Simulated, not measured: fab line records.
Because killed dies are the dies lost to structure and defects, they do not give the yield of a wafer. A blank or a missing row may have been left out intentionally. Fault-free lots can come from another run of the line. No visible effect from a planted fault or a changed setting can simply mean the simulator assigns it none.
Matching of chambers | flow nandHarc | 4 sister chambers for NHARC_A_SGD_CUT_ETCHBACK_24 on rieDiel-11
The step etches the open film in CH3F/O2, target depth 50 nm, time 92.857 s. 4 wafers are shown with their chamber, then 9 later ones without.

== EACH WAFER AND ITS CHAMBER ==
wafer  | chamber | showerheadPlenumPTorr (Torr)
L081.5 | 2       | 2.61
L080.6 | 3       | 2.63
L079.4 | 1       | 2.29
L079.6 | 0       | 2.32

== WAFERS MISSING THEIR CHAMBER ==
wafer  | showerheadPlenumPTorr (Torr)
L087.4 | 2.62
L087.5 | 2.29
L087.6 | 2.61
L091.3 | 2.32
L091.5 | 2.29
L091.6 | 2.32
L094.1 | 2.32
L094.2 | 2.62
L094.5 | 2.62

== WHICH CHAMBER EACH WENT THROUGH ==
wafer  | from the rows above     | in truth
L087.4 | can't be placed: 3 or 2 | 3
L087.5 | 1                       | 1
L087.6 | 2                       | 2
L091.3 | 0                       | 0
L091.5 | 1                       | 1
L091.6 | 0                       | 0
L094.1 | 0                       | 0
L094.2 | can't be placed: 3 or 2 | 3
L094.5 | can't be placed: 3 or 2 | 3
Correct placement for 6 of the 9. Cannot be placed on the basis of these rows: 3; the candidates contain the true chamber in 3. 0 placed wrongly.
How it was worked out, from the rows above alone: a wafer's distance from a chamber is the root of the sum, over the readings, of the square of ((its reading less the chamber's mean) divided by the reading's scatter). If the next closest chamber is less than 2 further off than the closest, the wafer can't be placed; otherwise it belongs to the closest. For every chamber, the mean is computed from those of its wafers that are shown. The scatter (one wafer shown for each chamber): square how far every hidden wafer sits from the nearest shown wafer, average those squares and take the square root.
